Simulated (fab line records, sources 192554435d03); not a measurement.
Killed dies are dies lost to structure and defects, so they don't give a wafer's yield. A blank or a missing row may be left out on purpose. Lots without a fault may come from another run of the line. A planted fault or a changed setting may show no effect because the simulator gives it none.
Chamber matching | flow n5_finfet | N5_BEOL_M10_ETCH_62 on rie_diel-02: 4 sister chambers
The step etches SOC in N2/H2, target depth 110 nm, overetch 22 nm, time 165 s. 4 wafers are shown with their chamber, then 9 later ones without.

WAFERS WITH THEIR CHAMBER
wafer  | chamber | drypump_motor_current_A (A)
L079.1 | 3       | 5.7
L085.3 | 2       | 5.3
L085.5 | 1       | 5.5
L085.6 | 0       | 6.3

WAFERS WITHOUT THEIR CHAMBER
wafer  | drypump_motor_current_A (A)
L087.4 | 6.3
L087.5 | 5.2
L087.6 | 5.5
L089.1 | 5.2
L089.3 | 5.5
L089.5 | 6.4
L096.3 | 5.7
L096.5 | 6.3
L096.6 | 5.4

WHICH CHAMBER EACH WENT THROUGH
wafer  | from the rows above     | in truth
L087.4 | 0                       | 0
L087.5 | 2                       | 2
L087.6 | 1                       | 1
L089.1 | 2                       | 2
L089.3 | 1                       | 1
L089.5 | 0                       | 0
L096.3 | 3                       | 3
L096.5 | 0                       | 0
L096.6 | can't be placed: 1 or 2 | 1
Placed correctly: 8 of 9. Can't be placed from these rows: 1 (the true chamber is among the candidates in 1). Placed wrongly: 0.
How it was worked out, from the rows above alone: a wafer's distance from a chamber is the root of the sum, over the readings, of the square of ((its reading less the chamber's mean) divided by the reading's scatter). The wafer belongs to the nearest chamber; if the next one is less than 2 further off, it can't be placed. A chamber's mean is the mean of its shown wafers. The scatter: with one shown wafer a chamber, the root of the mean of the squares of how far each hidden wafer lies from its nearest shown one.
